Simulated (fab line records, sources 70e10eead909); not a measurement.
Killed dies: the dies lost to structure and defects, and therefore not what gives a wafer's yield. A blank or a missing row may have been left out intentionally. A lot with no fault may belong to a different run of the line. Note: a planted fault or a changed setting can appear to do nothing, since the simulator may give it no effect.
Chamber matching :: flow nand harc :: NHARC_A_STAIRCASE_STRIP_476 on rie diel-13: 4 sister chambers
The step strips in O2, time 20 s. 18 wafers are shown with their chamber, then 9 later ones without.

EACH WAFER AND ITS CHAMBER
wafer: L075.1
chamber: 3
showerhead plenum p Torr (Torr): 3.58
oes product au (a.u.): 1.004
rf vpp V (V): 57.6

wafer: L075.3
chamber: 0
showerhead plenum p Torr (Torr): 3.68
oes product au (a.u.): 0.998
rf vpp V (V): 59.1

wafer: L075.5
chamber: 0
showerhead plenum p Torr (Torr): 3.68
oes product au (a.u.): 1.005
rf vpp V (V): 58.1

wafer: L077.1
chamber: 3
showerhead plenum p Torr (Torr): 3.58
oes product au (a.u.): 0.992
rf vpp V (V): 58.1

wafer: L077.2
chamber: 1
showerhead plenum p Torr (Torr): 3.37
oes product au (a.u.): 0.990
rf vpp V (V): 59.1

wafer: L077.3
chamber: 2
showerhead plenum p Torr (Torr): 3.50
oes product au (a.u.): 0.995
rf vpp V (V): 57.7

wafer: L080.1
chamber: 0
showerhead plenum p Torr (Torr): 3.67
oes product au (a.u.): 1.002
rf vpp V (V): 59.6

wafer: L080.4
chamber: 2
showerhead plenum p Torr (Torr): 3.50
oes product au (a.u.): 1.021
rf vpp V (V): 58.0

wafer: L080.5
chamber: 1
showerhead plenum p Torr (Torr): 3.36
oes product au (a.u.): 0.988
rf vpp V (V): 58.3

wafer: L081.3
chamber: 0
showerhead plenum p Torr (Torr): 3.67
oes product au (a.u.): 0.995
rf vpp V (V): 58.0

wafer: L081.4
chamber: 1
showerhead plenum p Torr (Torr): 3.36
oes product au (a.u.): 0.990
rf vpp V (V): 56.8

wafer: L081.5
chamber: 1
showerhead plenum p Torr (Torr): 3.36
oes product au (a.u.): 0.974
rf vpp V (V): 57.2

wafer: L083.3
chamber: 1
showerhead plenum p Torr (Torr): 3.36
oes product au (a.u.): 0.989
rf vpp V (V): 56.8

wafer: L083.5
chamber: 3
showerhead plenum p Torr (Torr): 3.57
oes product au (a.u.): 0.992
rf vpp V (V): 58.3

wafer: L083.6
chamber: 2
showerhead plenum p Torr (Torr): 3.49
oes product au (a.u.): 1.030
rf vpp V (V): 57.0

wafer: L084.3
chamber: 2
showerhead plenum p Torr (Torr): 3.49
oes product au (a.u.): 1.021
rf vpp V (V): 58.5

wafer: L084.4
chamber: 0
showerhead plenum p Torr (Torr): 3.67
oes product au (a.u.): 0.997
rf vpp V (V): 56.8

wafer: L084.6
chamber: 1
showerhead plenum p Torr (Torr): 3.36
oes product au (a.u.): 0.989
rf vpp V (V): 56.9

SIGNATURES, as means of the wafers listed above
reading: showerhead plenum p Torr
chamber 0: 3.6740
chamber 1: 3.3617
chamber 2: 3.4950
chamber 3: 3.5767
scatter within a chamber: 0.00514

reading: oes product au
chamber 0: 0.99940
chamber 1: 0.98667
chamber 2: 1.01675
chamber 3: 0.99600
scatter within a chamber: 0.00862

reading: rf vpp V
chamber 0: 58.320
chamber 1: 57.517
chamber 2: 57.800
chamber 3: 58.000
scatter within a chamber: 0.877
Rule: a wafer's distance from a chamber is the root of the sum, over the readings, of the square of ((its reading less the chamber's mean) divided by the reading's scatter). The wafer belongs to the nearest chamber; if the next one is less than 2 further off, it can't be placed. How the scatter is found: for the shown wafers, subtract from each reading the mean of its chamber, square and add these, divide the total by (wafers less chambers), then take the root.

WAFERS WHOSE CHAMBER IS MISSING
wafer: L085.1
showerhead plenum p Torr (Torr): 3.49
oes product au (a.u.): 1.033
rf vpp V (V): 58.5

wafer: L085.5
showerhead plenum p Torr (Torr): 3.67
oes product au (a.u.): 1.003
rf vpp V (V): 59.4

wafer: L085.6
showerhead plenum p Torr (Torr): 3.57
oes product au (a.u.): 1.001
rf vpp V (V): 57.5

wafer: L090.2
showerhead plenum p Torr (Torr): 3.66
oes product au (a.u.): 0.982
rf vpp V (V): 58.2

wafer: L090.4
showerhead plenum p Torr (Torr): 3.48
oes product au (a.u.): 0.994
rf vpp V (V): 56.9

wafer: L090.5
showerhead plenum p Torr (Torr): 3.66
oes product au (a.u.): 0.975
rf vpp V (V): 58.5

wafer: L091.1
showerhead plenum p Torr (Torr): 3.48
oes product au (a.u.): 1.002
rf vpp V (V): 59.1

wafer: L091.3
showerhead plenum p Torr (Torr): 3.35
oes product au (a.u.): 0.997
rf vpp V (V): 58.0

wafer: L091.4
showerhead plenum p Torr (Torr): 3.66
oes product au (a.u.): 0.979
rf vpp V (V): 57.9

CHAMBER TAKEN BY EACH
wafer: L085.1
from the rows above: 2
in truth: 2

wafer: L085.5
from the rows above: 0
in truth: 0

wafer: L085.6
from the rows above: 3
in truth: 3

wafer: L090.2
from the rows above: 0
in truth: 0

wafer: L090.4
from the rows above: 2
in truth: 2

wafer: L090.5
from the rows above: 0
in truth: 0

wafer: L091.1
from the rows above: 2
in truth: 2

wafer: L091.3
from the rows above: 1
in truth: 1

wafer: L091.4
from the rows above: 0
in truth: 0
Placed correctly: 9 of 9. Left unplaced by these rows: 0. 0 placed wrongly.
